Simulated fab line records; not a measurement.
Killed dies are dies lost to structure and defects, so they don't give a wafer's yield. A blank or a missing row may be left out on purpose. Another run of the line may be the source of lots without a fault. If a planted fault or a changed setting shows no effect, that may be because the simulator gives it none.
fab line records    flow n5_finfet
[record] lots = 11  wafers = 32  last_day = 18
route steps=1938 shown BEOL_M9@1405
lots that met no fault: taken from a fault-free run of the same line
start_h: hours from the record's opening day to when the first of the lot's shown wafers began    wait_h: hours since the lot's step before    " unchanged from the row above    L1.1+2: one row covering several wafers at once    - no value, or no start given    * or withheld: withheld    < > ~ a bound
route shown NAME@n: NAME is a module with steps in the file, n the number in the route of the first one    usual: mean/standard deviation taken from wafers without a fault    same: alike in all rows    chamber/n: place in a boat    sites: the reading at each site    _std_site: their standard deviation    _edge_site: mean of outer sites minus mean of inner sites    radius_mm: for every site, how far away it sits from the centre of the wafer    mask NAME#n: copy n    behind: the last tool/chamber to shape the wafer    hold: why the lot was held/for how many hours/how that ended    device: whichever transistor did not switch (one of n, p or np)    end of line: tests of these same wafers at the route's end    a step without rows: its recipe alone    killed: the dies lost at the first sort to structure and to defects; this is not the yield of the wafer    map: the dies of a wafer, with x for killed, . for not killed, _ for no die there
set.NAME: setting as actually run; set.NAME@STEP: the setting as run at that earlier step    model.NAME: the simulator's own value behind a step, which no gauge read
a sample of lots followed through the steps of the route, with each step as a table and each wafer as a row
services: from which hour (start_h, from the record's first day; less than 0 if before it) a tool's chamber was out of use, for how many hours, and why
[[steps]]
[step N5_BEOL_M9_HM_DEP_02]
[recipe] material = TiN  target_thk_a = 200  temp_c = 25  chamber_pressure_pa = 0.49996
[usual] substrate_temp_c = 25.01/0.11  throttle_valve_pct = 29.5/0.75
lot.wafer  tool            chamber  start_h  wait_h  substrate_temp_c  throttle_valve_pct
L497.1     pvd_sputter-01  -        211.38   0.9     25.07             29.8
L497.4     "               -        "        "       25.13             30.8
L497.5     "               -        "        "       25.10             29.7
L501.1     pvd_sputter-02  -        247.96   1.2     24.91             27.7
L501.4     "               -        "        "       25.07             30.4
L501.5     "               -        "        "       24.95             29.4
L500.1     pvd_sputter-03  -        256.34   2.2     24.94             29.7
L500.5     "               -        "        "       24.90             30.3
L500.6     "               -        "        "       25.07             29.8
L507.4     pvd_sputter-03  -        294.07   1.1     25.04             28.7
L507.5     "               -        "        "       25.03             28.8
L505.2     pvd_sputter-03  -        294.17   0.8     25.10             30.5
L505.4     "               -        "        "       24.81             28.4
L505.5     "               -        "        "       25.09             29.8
L508.2     pvd_sputter-01  -        303.24   0.6     24.99             30.6
L508.5     "               -        "        "       25.27             30.0
L508.6     "               -        "        "       24.97             30.5
L511.1     pvd_sputter-02  -        317.31   1.6     25.02             28.1
L511.2     "               -        "        "       25.03             29.5
L511.3     "               -        "        "       25.14             29.4
L515.1     pvd_sputter-02  -        338.70   0.9     24.99             29.6
L515.4     "               -        "        "       25.00             29.2
L515.5     "               -        "        "       24.96             30.7
L516.1     pvd_sputter-03  -        344.28   1.8     24.95             30.3
L516.4     "               -        "        "       25.19             28.6
L516.6     "               -        "        "       25.08             29.3
L518.3     pvd_sputter-03  -        350.24   1.0     25.12             28.4
L518.5     "               -        "        "       25.05             28.7
L518.6     "               -        "        "       24.84             29.3
L520.2     pvd_sputter-02  -        371.78   1.4     24.84             30.4
L520.4     "               -        "        "       24.93             29.4
L520.6     "               -        "        "       25.16             29.4
[step N5_BEOL_M9_INSPECT_13]
[recipe] mode = adi  inspect_instrument = brightfield
[usual] raw_defect_count = 452/110
lot.wafer  tool               chamber  start_h  wait_h  raw_defect_count
L497.1     defect_inspect-02  -        211.87   0.0     697
L497.4     "                  -        "        "       496
L497.5     "                  -        "        "       569
L501.1     defect_inspect-01  -        248.51   0.0     362
L501.4     "                  -        "        "       322
L501.5     "                  -        "        "       352
L500.1     defect_inspect-02  -        256.89   0.0     439
L500.5     "                  -        "        "       467
L500.6     "                  -        "        "       564
L507.4     defect_inspect-02  -        294.62   0.0     422
L507.5     "                  -        "        "       525
L505.2     defect_inspect-01  -        294.78   0.0     530
L505.4     "                  -        "        "       383
L505.5     "                  -        "        "       611
L508.2     defect_inspect-02  -        303.79   0.0     366
L508.5     "                  -        "        "       416
L508.6     "                  -        "        "       493
L511.1     defect_inspect-01  -        317.75   0.0     371
L511.2     "                  -        "        "       483
L511.3     "                  -        "        "       585
L515.1     defect_inspect-02  -        339.35   0.0     530
L515.4     "                  -        "        "       596
L515.5     "                  -        "        "       408
L516.1     defect_inspect-01  -        344.71   0.0     456
L516.4     "                  -        "        "       344
L516.6     "                  -        "        "       332
L518.3     defect_inspect-02  -        350.79   0.0     617
L518.5     "                  -        "        "       631
L518.6     "                  -        "        "       575
L520.2     defect_inspect-01  -        372.33   0.0     237
L520.4     "                  -        "        "       402
L520.6     "                  -        "        "       366
[step N5_BEOL_M9_ETCH_66]
[recipe] chemistry = N2/H2  target = SOC  target_depth_a = 800  overetch_a = 160  mask_material = SiARC  temp_c = 40  time_s = 120  ion_energy_ev = 200  pressure_mtorr = 30  source_w = 840  bias_w = 150  n2_flow_sccm = 200  h2_flow_sccm = 200
[usual] drypump_motor_current_A = 5.7/0.53  oes_product_au = 0.59/0.075  rf_vpp_V = 523.6/2.3  run_length_s = 143.6/0.5  showerhead_plenum_p_Torr = 2.54/0.079  temp_c = 40.01/0.11  throttle_valve_pct = 17.89/0.25
lot.wafer  tool         chamber  start_h  wait_h  drypump_motor_current_A  oes_product_au  rf_hours_counter_h  rf_vpp_V  run_length_s  showerhead_plenum_p_Torr  temp_c  throttle_valve_pct
L497.1     rie_diel-04  2        213.99   0.0     5.5                      0.57            180                 526.2     143.4         2.64                      40.08   17.85
L497.4     "            0        "        "       6.1                      0.54            -                   522.4     143.4         2.52                      39.93   17.87
L497.5     "            1        "        "       6.6                      0.58            -                   521.0     143.0         2.43                      39.94   18.07
L501.1     rie_diel-04  3        249.91   0.0     5.6                      0.74            7                   527.9     143.9         2.71                      39.97   17.72
L501.4     "            1        "        "       6.6                      0.57            184                 520.6     142.9         2.43                      40.09   18.08
L501.5     "            1        "        "       6.6                      0.57            -                   521.7     142.7         2.43                      40.21   18.07
L500.1     rie_diel-04  2        258.40   0.0     5.5                      0.56            192                 526.5     143.5         2.63                      40.16   17.89
L500.5     "            2        "        "       5.5                      0.57            -                   525.5     143.4         2.63                      40.06   17.88
L500.6     "            3        "        "       5.7                      0.73            -                   527.6     143.6         2.71                      40.12   17.72
L507.4     rie_diel-04  0        295.77   0.0     6.1                      0.67            217                 522.0     119.7         2.51                      40.20   17.91
L507.5     "            2        "        "       5.5                      0.56            -                   526.2     143.4         2.63                      39.93   17.89
L505.2     rie_diel-04  0        296.53   0.0     6.1                      0.67            217                 523.6     120.2         2.51                      39.83   17.91
L505.4     "            1        "        "       6.6                      0.56            198                 519.2     143.1         2.42                      40.03   18.09
L505.5     "            1        "        "       6.6                      0.56            -                   518.0     143.0         2.42                      39.94   18.10
L508.2     rie_diel-04  0        307.32   0.0     6.1                      0.67            220                 525.2     119.8         2.51                      39.93   17.92
L508.5     "            1        "        "       6.6                      0.56            -                   520.5     143.1         2.42                      40.11   18.13
L508.6     "            2        "        "       5.5                      0.56            -                   525.1     143.9         2.62                      40.06   17.90
L511.1     rie_diel-02  1        319.15   0.0     5.9                      0.66            52                  529.5     142.5         2.70                      39.90   17.54
L511.2     "            2        "        "       5.6                      0.55            178                 524.5     144.2         2.54                      40.13   17.68
L511.3     "            3        "        "       4.8                      0.54            229                 525.1     143.7         2.51                      39.91   18.14
L515.1     rie_diel-05  2        343.81   0.0     5.5                      0.65            40                  522.9     144.2         2.48                      39.95   17.58
L515.4     "            0        "        "       5.4                      0.76            -                   522.5     143.9         2.50                      40.04   17.61
L515.5     "            1        "        "       6.8                      0.52            -                   524.1     143.7         2.50                      39.88   18.12
L516.1     rie_diel-05  0        345.89   0.0     5.4                      0.75            1                   522.6     143.3         2.50                      39.97   17.59
L516.4     "            2        "        "       5.5                      0.64            -                   522.7     143.9         2.48                      40.00   17.57
L516.6     "            0        "        "       5.4                      0.75            -                   522.6     143.8         2.50                      39.92   17.60
L518.3     rie_diel-05  3        354.38   0.0     5.6                      0.53            244                 521.9     143.7         2.50                      40.12   18.34
L518.5     "            2        "        "       5.5                      0.64            -                   524.8     144.2         2.48                      39.99   17.58
L518.6     "            3        "        "       5.6                      0.53            -                   523.9     143.7         2.50                      39.92   18.34
L520.2     rie_diel-02  2        376.30   0.0     5.6                      0.54            198                 523.4     143.9         2.53                      40.12   17.70
L520.4     "            1        "        "       5.9                      0.64            71                  527.1     142.6         2.69                      40.11   17.56
L520.6     "            2        "        "       5.6                      0.54            -                   523.7     144.0         2.53                      39.99   17.71
[step N5_BEOL_M9_DEGAS_44]
[recipe] ambient = vacuum  temp_c = 250  time_s = 60
[usual] heater_power_w = 313/29
lot.wafer  tool            chamber  start_h  wait_h  heater_power_w
L497.1     pvd_sputter-03  -        215.40   0.7     320
L497.4     "               -        "        "       292
L497.5     "               -        "        "       292
L501.1     pvd_sputter-01  -        250.89   0.3     254
L501.4     "               -        "        "       313
L501.5     "               -        "        "       308
L500.1     pvd_sputter-01  -        259.79   0.8     256
L500.5     "               -        "        "       259
L500.6     "               -        "        "       301
L507.4     pvd_sputter-02  -        296.67   0.1     322
L507.5     "               -        "        "       363
L505.2     pvd_sputter-02  -        298.97   1.8     370
L505.4     "               -        "        "       301
L505.5     "               -        "        "       334
L508.2     pvd_sputter-03  -        308.44   0.4     317
L508.5     "               -        "        "       320
L508.6     "               -        "        "       340
L511.1     pvd_sputter-03  -        320.44   0.7     329
L511.2     "               -        "        "       329
L511.3     "               -        "        "       295
L515.1     pvd_sputter-03  -        344.72   0.3     345
L515.4     "               -        "        "       339
L515.5     "               -        "        "       334
L516.1     pvd_sputter-02  -        346.99   0.5     370
L516.4     "               -        "        "       306
L516.6     "               -        "        "       326
L518.3     pvd_sputter-01  -        355.58   0.5     289
L518.5     "               -        "        "       249
L518.6     "               -        "        "       306
L520.2     pvd_sputter-01  -        377.68   0.7     311
L520.4     "               -        "        "       302
L520.6     "               -        "        "       251
[[services]]
tool         chamber  start_h  hours  kind
rie_diel-02  0        202.66   7.8    repair
rie_diel-02  2        206.69   6.6    repair
rie_diel-05  2        209.91   -      clean
rie_diel-05  2        209.91   -      consumable_replace:focus_ring
rie_diel-05  2        209.91   14.9   scheduled_down
rie_diel-05  2        209.91   14.9   vent_cycle
rie_diel-04  3        210.24   -      clean
rie_diel-04  3        210.24   -      consumable_replace:focus_ring
rie_diel-04  3        210.24   -      consumable_replace:showerhead
rie_diel-04  3        210.24   16.8   scheduled_down
rie_diel-04  3        210.24   16.8   vent_cycle
rie_diel-02  3        267.45   4.0    repair
rie_diel-02  -        275.75   2.8    pm
rie_diel-05  0        325.56   -      clean
rie_diel-05  0        325.56   -      consumable_replace:focus_ring
rie_diel-05  0        325.56   16.5   scheduled_down
rie_diel-05  0        325.56   16.5   vent_cycle
rie_diel-05  1        347.76   -      clean
rie_diel-05  1        347.76   -      consumable_replace:focus_ring
rie_diel-05  1        347.76   19.1   scheduled_down
rie_diel-05  1        347.76   19.1   vent_cycle
rie_diel-05  3        368.40   -      clean
rie_diel-05  3        368.40   -      consumable_replace:focus_ring
rie_diel-05  3        368.40   15.5   scheduled_down
[[key]]
[first_sign] step = N5_BEOL_M9_ETCH_66  reading = run_length_s  direction = down  sigmas = 47  usual = *  struck = *
effect none on later readings
met_at N5_BEOL_M9_ETCH_66
struck_lots L505,L507,L508
struck_wafers L505.2,L507.4,L508.2
not_acting_at N5_BEOL_M9_HM_DEP_02,N5_BEOL_M9_INSPECT_13,N5_BEOL_M9_DEGAS_44
onset_between 213.99 295.77
[fault] kind = process_parameter_drift  tool = rie_diel-04  chamber = 0  onset_h = 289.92  steps = N5_BEOL_M9_ETCH_66  channel = time_s  offset = *  shape = step  acts_in = *  stated = *
